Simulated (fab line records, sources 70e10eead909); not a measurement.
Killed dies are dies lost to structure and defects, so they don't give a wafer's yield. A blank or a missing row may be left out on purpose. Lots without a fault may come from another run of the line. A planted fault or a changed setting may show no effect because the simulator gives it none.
Chamber matching | flow nand_harc | NHARC_A_STAIRCASE_DEP_156 on pecvd-03: 3 sister chambers
The step deposits SiNx, target thk 50 nm. 3 wafers are shown with their chamber, then 9 later ones without.

WAFERS WITH THEIR CHAMBER
wafer  | chamber | heater_power_w (W)
L090.2 | 2       | 772
L090.3 | 0       | 657
L090.5 | 1       | 727

WAFERS WITHOUT THEIR CHAMBER
wafer  | heater_power_w (W)
L091.3 | 763
L091.4 | 761
L091.6 | 714
L096.2 | 725
L096.3 | 786
L096.5 | 725
L097.1 | 811
L097.2 | 708
L097.5 | 701

WHICH CHAMBER EACH WENT THROUGH
wafer  | from the rows above     | in truth
L091.3 | can't be placed: 2 or 1 | 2
L091.4 | can't be placed: 2 or 1 | 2
L091.6 | 1                       | 1
L096.2 | 1                       | 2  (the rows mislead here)
L096.3 | 2                       | 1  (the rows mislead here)
L096.5 | 1                       | 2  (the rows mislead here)
L097.1 | 2                       | 2
L097.2 | can't be placed: 1 or 0 | 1
L097.5 | can't be placed: 1 or 0 | 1
Placed correctly: 2 of 9. Can't be placed from these rows: 4 (the true chamber is among the candidates in 4). Placed wrongly: 3.
How it was worked out, from the rows above alone: a wafer's distance from a chamber is the root of the sum, over the readings, of the square of ((its reading less the chamber's mean) divided by the reading's scatter). The wafer belongs to the nearest chamber; if the next one is less than 2 further off, it can't be placed. A chamber's mean is the mean of its shown wafers. The scatter: with one shown wafer a chamber, the root of the mean of the squares of how far each hidden wafer lies from its nearest shown one.
